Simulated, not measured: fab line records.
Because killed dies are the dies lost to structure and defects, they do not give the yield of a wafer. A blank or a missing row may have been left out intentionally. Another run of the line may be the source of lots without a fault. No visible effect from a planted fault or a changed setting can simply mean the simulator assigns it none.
Matching of chambers    flow n5_finfet    3 sister chambers for N5_FIN_SAQP_PECVD_48 on pecvd-01
The step deposits SiNx from SiH4/NH3/N2, target thk 25 nm, time 22.1 s. 16 wafers are shown with their chamber, then 8 later ones without.

== EACH WAFER AND ITS CHAMBER ==
wafer   chamber  showerhead_plenum_p_Torr (Torr)  throttle_valve_pct (%)  heater_power_w (W)
L074.2  1        5.20                             39.9                    895
L074.3  2        5.20                             38.2                    728
L074.6  2        5.20                             38.2                    736
L075.1  0        5.05                             40.2                    750
L075.2  1        5.21                             39.8                    887
L075.5  0        5.05                             40.5                    757
L078.1  0        5.06                             40.5                    762
L078.3  1        5.19                             39.9                    849
L078.6  2        5.21                             38.4                    735
L079.3  0        5.06                             40.7                    746
L079.4  1        5.20                             39.8                    842
L079.6  0        5.06                             40.7                    747
L080.3  1        5.21                             39.7                    816
L080.4  0        5.06                             40.7                    779
L080.5  1        5.20                             39.9                    825
L084.2  1        5.21                             39.7                    830

SIGNATURES, as means of the wafers listed above
reading                   chamber 0  chamber 1  chamber 2  scatter within a chamber
showerhead_plenum_p_Torr  5.0567     5.2029     5.2033     0.00646
throttle_valve_pct        40.550     39.814     38.267     0.144
heater_power_w            756.83     849.14     733.00     22.3
Rule: for a wafer and a chamber, the distance is found by dividing, reading by reading, the gap between the wafer's reading and the chamber's mean by the reading's scatter, squaring, summing and taking the root. The wafer belongs to the nearest chamber; if the next one is less than 2 further off, it can't be placed. The scatter is the square root of a quotient: the sum, over the shown wafers, of each reading's squared deviation from its chamber's mean, divided by wafers minus chambers.

== WAFERS WHOSE CHAMBER IS MISSING ==
wafer   showerhead_plenum_p_Torr (Torr)  throttle_valve_pct (%)  heater_power_w (W)
L084.4  5.21                             38.5                    657
L084.6  5.06                             40.5                    822
L085.3  5.05                             40.8                    908
L085.4  5.20                             39.8                    757
L085.5  5.20                             38.6                    707
L086.3  5.06                             40.6                    807
L086.4  5.19                             39.9                    856
L086.6  5.22                             38.6                    672

== EACH ONE'S CHAMBER ==
wafer   from the rows above  in truth
L084.4  2                    2
L084.6  0                    0
L085.3  0                    0
L085.4  1                    1
L085.5  2                    2
L086.3  0                    0
L086.4  1                    1
L086.6  2                    2
Correct placement for 8 of the 8. From these rows, 0 cannot be placed. Placed wrongly: 0.
